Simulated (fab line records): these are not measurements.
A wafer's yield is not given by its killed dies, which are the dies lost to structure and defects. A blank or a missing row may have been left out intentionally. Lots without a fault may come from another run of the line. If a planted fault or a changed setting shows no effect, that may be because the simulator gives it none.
A struck lot beside a sound one / flow nand_harc / 13 out of 1302 route steps
Sound: wafers L272.2, L272.3, L272.5. Struck: wafers L291.2, L291.4, L291.5. The cause is given at the end.
Each step with rows lists, per side, the tool, then ch with its chambers, then its first start. Under that, the readings that differ: sound wafers / struck wafers / difference of the means / sigmas: that difference in standard deviations of wafers without a fault.
alike: a reading whose means differ by less than 2 such deviations, as well as words and numbers matching on both sides. not compared: withheld readings; readings where some wafer has no value; bounds like >300 that might hide an equal value; numbers whose values overlap and for which the record gives no deviation.
The two part at a step that has a row with sigmas, a row that says differs or no value, or rows on one side only. Non-overlapping numbers with no deviation appear without sigmas and do not part them. A reading missing from all wafers of one side parts the sides only when that side holds two or more wafers.

NHARC_A_M0_PRE_CLEAN_29: time 30 s.
  sound on pvd_sputter-01; struck on pvd_sputter-02
  alike: heater_power_w, susceptor_temp_C
NHARC_A_M0_PVD_20: deposits TaN, target thk 5 nm, time 8.06 s.
  sound on pvd_sputter-01; struck on pvd_sputter-02
  alike: chamber_pressure_pa, throttle_valve_pct
NHARC_A_M0_PVD_21: deposits Cu, target thk 30 nm, time 20.49 s.
  sound on pvd_sputter-01; struck on pvd_sputter-02
  alike: chamber_pressure_pa, throttle_valve_pct
then, 1 step without rows for these wafers: NHARC_A_M0_ECD_22 (material Cu, target thk 400 nm).
NHARC_A_M0_ANNEAL_30: time 90 s.
  sound on rtp_anneal-01 ch 0, day 23 09:23; struck on rtp_anneal-02 ch 0, day 31 12:41
  alike: wafer_temp_C_max
then, 1 step without rows for these wafers: NHARC_A_M0_CMP_23 (polishes, t overpolish 20 s, target thk 113.75 nm).
NHARC_A_M0_THK_MEAS_24: measures by xrf.
  sound: film_metro-01 at day 23 09:59; struck: film_metro-02 at day 31 13:18
  alike: thk_nm
after that, 1 step had no rows for these wafers: NHARC_A_M0_SRD_25.
NHARC_A_M0_INSPECT_27:
  sound: defect_inspect-01 at day 23 10:09; struck: defect_inspect-02 at day 31 13:27
  alike: raw_defect_count
then, 1 step without rows for these wafers: NHARC_A_M0_PRE_CLEAN_31 (time 12 s).
NHARC_A_M0_DEP_32: deposits SiCN, target thk 30 nm.
  sound on pecvd-02 ch 0,2, day 23 10:20; struck on pecvd-02 ch 1,2, day 31 13:38
  alike: chamber_pressure_Torr, heater_power_outer_w, heater_power_w, susceptor_temp_C
  not compared: since_wet_clean_h
NHARC_A_M1_DEP_00: deposits SiOC, target thk 182.5 nm.
  sound on pecvd-01 ch 1,2, day 23 10:43; struck on pecvd-01 ch 1,2, day 31 14:01
  no value came back on the struck wafers for chamber_pressure_Torr (Torr), rf_fwd_power_W (W); on the sound wafers chamber_pressure_Torr (Torr) reads 4.986 4.998 4.995
  not compared: since_wet_clean_h
then, 1 step without rows for these wafers: NHARC_A_M1_DEHYDRATE_01 (time 120 s).

WHERE THEY PART
Within this record, at NHARC_A_M1_DEP_00 only.

WHY: whatever the simulator had introduced
Whole step skipped at NHARC_A_M1_DEP_00 on pecvd-01, starting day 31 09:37. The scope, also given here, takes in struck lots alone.
